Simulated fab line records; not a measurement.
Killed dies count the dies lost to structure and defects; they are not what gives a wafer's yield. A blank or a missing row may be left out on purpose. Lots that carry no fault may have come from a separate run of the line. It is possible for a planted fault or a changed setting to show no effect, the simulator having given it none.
8D (eight disciplines) problem report, filled in by code ; flow n5-finfet ; the parts of the form that need people (team, actions taken, sign-off) are left out

1. THE PROBLEM
COMB_M9_max_site at N5_BEOL_M15_RC_MEAS_101 reads a mean of 3e-10 S/m on 2 wafers of 2 lots; wafers without a fault read 2e-11 S/m with a standard deviation of 4.6e-12. That is +69 standard deviations from the usual mean.
First seen on wafer L505.3, day 15 04:37, on prober-02. At this step, 17 wafers from 6 lots have a number in the record. Rule for "out", or "out of limits": more than 4 standard deviations from the usual mean. The other wafers with a number count as sound.

2. WHAT IT IS AND WHAT IT IS NOT
question;is;is not
which readings at this step;COMB_M9_max_site, COMB_M9;etest-temp-c, COMB_M10, COMB_M11, COMB_M12, COMB_M13, COMB_M14, COMB_M15, COMB_M5, COMB_M6, COMB_M7, COMB_M8, SERP_M10, SERP_M11, SERP_M12, SERP_M13, SERP_M5, SERP_M5_max_site, SERP_M7, SERP_M8
which lots;L505, L509;L496, L500, L514, L515
which wafers of those lots;L505.3, L509.3;L505.1, L505.5, L509.6
read on which gauges;prober-01, prober-02;-
when;from day 15 04:37;"up to then (8 sound wafers); but 7 sound wafers of L509, L514, L515 came after"

3. SUSPECTS, AND WHAT RULES EACH OUT
Counting: a tool at a process step up to the reading stays a suspect if it ran every lot that is out. Sound lots after the first of them don't rule it out here, since some wafers of a struck lot are sound.
- ruled out: the gauge at N5_BEOL_M15_RC_MEAS_101. Those wafers that are out were read across 2 gauges (prober-01, prober-02).
- ald-metal-03 at N5_BEOL_M9_ALD_74 (deposits TaN, target thk 2 nm, pulse time 2 s, purge time 3 s): kept. Every lot that is out went through it, the first being L505 (day 13 04:32); the last sound lot it ran before that was L500 (day 11 09:52).
- pecvd-03 at N5_BEOL_M9_DEP_56 (deposits SiCN from 3MS/NH3, target thk 15 nm, time 26.5 s): kept. Every lot that is out went through it, the first being L505 (day 13 05:55); the last sound lot it ran before that was L500 (day 11 11:33).
- At N5_BEOL_M9_ALD_74, inside ald-metal-03: chamber 3 took the wafers that are out, while their sound lot-mates went through chambers 1, 2.
- Within pecvd-03 at N5_BEOL_M9_DEP_56: the wafers that are out ran in chambers 0, 1; their sound lot-mates ran in chamber 2.
The count leaves pecvd-03 at N5_BEOL_M9_DEP_56 and ald-metal-03 at N5_BEOL_M9_ALD_74.

4. THE CAUSE (what the simulator had put in)
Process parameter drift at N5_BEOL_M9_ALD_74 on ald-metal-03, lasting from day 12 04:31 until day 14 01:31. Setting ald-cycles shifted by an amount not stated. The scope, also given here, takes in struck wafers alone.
2 suspects survive the count, and this tool is in that group.

5. THE EFFECT CHAIN, in route order
Each row: a reading whose mean over the struck wafers that have a number lies more than 3 standard deviations from the usual. Only readings whose record carries a usual standard deviation are examined. hours: median over the lots of the time between each lot's start at the first step of this table that gives one and its start at this step. sigmas: the change, counted in usual standard deviations.
hours;step;reading;usual;on struck wafers;change;sigmas
0;N5_BEOL_M9_CMP_52;barrier-field-endpoint-s;28.9 s;27.0;-1.9;-3.2
44;N5_BEOL_M15_RC_MEAS_101;COMB_M9;1.4e-11 S/m;2.2e-10;+2.1e-10;+66
44;N5_BEOL_M15_RC_MEAS_101;COMB_M9_max_site;2e-11 S/m;3e-10;+3e-10;+69
58;N5_PASSIVATION_PROBE_49;sort_bin_4_leakage;0.00 %;1.27;+1.27;+79
Its process steps:
- N5_BEOL_M9_CMP_52: polishes, stops on SiCOH lowk, t overpolish 7 s, target thk 140 nm.
- N5_PASSIVATION_PROBE_49
Readings that are blank on the struck wafers while sound wafers have them: susceptor-temp-C at N5_BEOL_M9_ALD_74.

6. WHAT WOULD HAVE CAUGHT IT SOONER
The first out-of-limits reading at a measuring or inspecting step in this record came at day 15 04:37, 72 hours after the fault's start at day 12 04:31.
By day 15 04:37 the whole set of lots that are out, 2 in number, had already begun N5_BEOL_M9_ALD_74 on ald-metal-03. Tool hold at that time: it would have spared none of them.
